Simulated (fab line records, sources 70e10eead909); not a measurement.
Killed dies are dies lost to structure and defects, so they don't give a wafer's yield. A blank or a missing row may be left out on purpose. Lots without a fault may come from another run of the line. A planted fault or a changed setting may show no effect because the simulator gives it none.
Chamber matching | flow nand_harc | NHARC_P_ZERO_WELL_DESCUM_54 on rie_diel-13: 4 sister chambers
The step chemistry O2, time 3 s. 4 wafers are shown with their chamber, then 10 later ones without.

WAFERS WITH THEIR CHAMBER
wafer  | chamber | showerhead_plenum_p_Torr (Torr)
L081.6 | 3       | 1.99
L083.3 | 0       | 1.85
L083.4 | 2       | 2.00
L085.5 | 1       | 1.99

WAFERS WITHOUT THEIR CHAMBER
wafer  | showerhead_plenum_p_Torr (Torr)
L085.6 | 2.00
L086.2 | 1.99
L086.3 | 1.85
L086.5 | 2.01
L095.3 | 1.98
L095.5 | 2.00
L095.6 | 1.98
L097.2 | 1.98
L097.3 | 1.99
L097.5 | 1.99

WHICH CHAMBER EACH WENT THROUGH
wafer  | from the rows above          | in truth
L085.6 | can't be placed: 2 or 1 or 3 | 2
L086.2 | can't be placed: 1 or 3 or 2 | 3
L086.3 | 0                            | 0
L086.5 | can't be placed: 2 or 1 or 3 | 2
L095.3 | can't be placed: 1 or 3 or 2 | 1
L095.5 | can't be placed: 2 or 1 or 3 | 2
L095.6 | can't be placed: 1 or 3 or 2 | 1
L097.2 | can't be placed: 1 or 3 or 2 | 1
L097.3 | can't be placed: 1 or 3 or 2 | 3
L097.5 | can't be placed: 1 or 3 or 2 | 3
Placed correctly: 1 of 10. Can't be placed from these rows: 9 (the true chamber is among the candidates in 9). Placed wrongly: 0.
How it was worked out, from the rows above alone: a wafer's distance from a chamber is the root of the sum, over the readings, of the square of ((its reading less the chamber's mean) divided by the reading's scatter). The wafer belongs to the nearest chamber; if the next one is less than 2 further off, it can't be placed. A chamber's mean is the mean of its shown wafers. The scatter: with one shown wafer a chamber, the root of the mean of the squares of how far each hidden wafer lies from its nearest shown one.
